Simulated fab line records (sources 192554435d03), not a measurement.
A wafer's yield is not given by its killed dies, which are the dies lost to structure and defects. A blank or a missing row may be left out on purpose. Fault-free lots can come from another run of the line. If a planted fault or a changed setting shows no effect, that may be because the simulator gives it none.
2 desks looking at one fault :: flow n5 finfet :: every desk sees just its own numbers, and what lay behind them comes last

## FOR THE TOOL OWNER'S DESK: rie diel-03
The tool's own readings at N5_BEOL_M7_ETCH_66 (etches SOC in N2/H2, target depth 80 nm, overetch 16 nm, time 120 s): means of the sampled wafers that have a number, for each lot that ran on this tool. The brackets show how far a lot's mean lies from the usual mean; more than 4 standard deviations puts the lot out of limits, marked OUT.
Columns: A = drypump motor current A at N5_BEOL_M7_ETCH_66, usual 5.8 A; B = oes product au at N5_BEOL_M7_ETCH_66, usual 0.62 a.u.; C = rf vpp V at N5_BEOL_M7_ETCH_66, usual 523 V; D = run length s at N5_BEOL_M7_ETCH_66, usual 143.5 s; E = showerhead plenum p Torr at N5_BEOL_M7_ETCH_66, usual 2.50 Torr; F = throttle valve pct at N5_BEOL_M7_ETCH_66, usual 17.7 %
lot: L453
first seen here: day 12 10:34
A: 5.8
B: 0.74
C: 525
D: 110.1 (-68) OUT
E: 2.51
F: 18.1

lot: L464
first seen here: day 15 22:43
A: 6.0
B: 0.65
C: 525
D: 143.1
E: 2.57
F: 17.5
This desk's verdict: out of limits on L453, starting with L453 at day 12 10:34 (run length s at N5_BEOL_M7_ETCH_66). L464: within limits.

## METROLOGY DESK
What the gauges read, lot by lot, whatever tool the lot ran on: means of the sampled wafers that have a number. The brackets show how far a lot's mean lies from the usual mean; more than 4 standard deviations puts the lot out of limits, marked OUT. 7 of its 10 readings are shown, namely those furthest out on some lot.
Columns: A = DIBL_P at N5_BEOL_M4_RC_MEAS_101, usual 37.8 mV/V; B = IOFF_N at N5_BEOL_M4_RC_MEAS_101, usual 0.19 nA/um; C = ION_N at N5_BEOL_M4_RC_MEAS_101, usual 682 uA/um; D = ION_P at N5_BEOL_M4_RC_MEAS_101, usual 467 uA/um; E = SS_N at N5_BEOL_M4_RC_MEAS_101, usual 71.9 mV/dec; F = VT_N at N5_BEOL_M4_RC_MEAS_101, usual 247 mV; G = VT_P at N5_BEOL_M4_RC_MEAS_101, usual -248 mV
lot: L453
first seen here: day 11 05:36
A: 38.6
B: 0.18
C: 692
D: 474
E: 71.9
F: 249
G: -250

lot: L461
first seen here: day 13 00:32
A: 35.7
B: 0.17
C: 682
D: 471
E: 71.5
F: 250
G: -246

lot: L464
first seen here: day 14 17:56
A: 37.2
B: 0.19
C: 682
D: 471
E: 72.6
F: 247
G: -247
This desk found nothing out of limits on any of the 3 lots.

## PUT TOGETHER
The tool owner's desk could have raised an alarm at day 12 10:34, on L453.
Nothing out of limits was seen by the metrology desk.
The metrology desk holds a record of L453, inside its limits.
All the named lots went through N5_BEOL_M7_ETCH_66 on rie diel-03.

## WHAT THE SIMULATOR PUT IN
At N5_BEOL_M7_ETCH_66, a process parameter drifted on rie diel-03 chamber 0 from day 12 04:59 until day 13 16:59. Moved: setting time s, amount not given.
Struck lots among those shown: L453.
How many hours passed from the start of the fault until each desk's first out-of-limits reading: the tool owner's desk, 6.
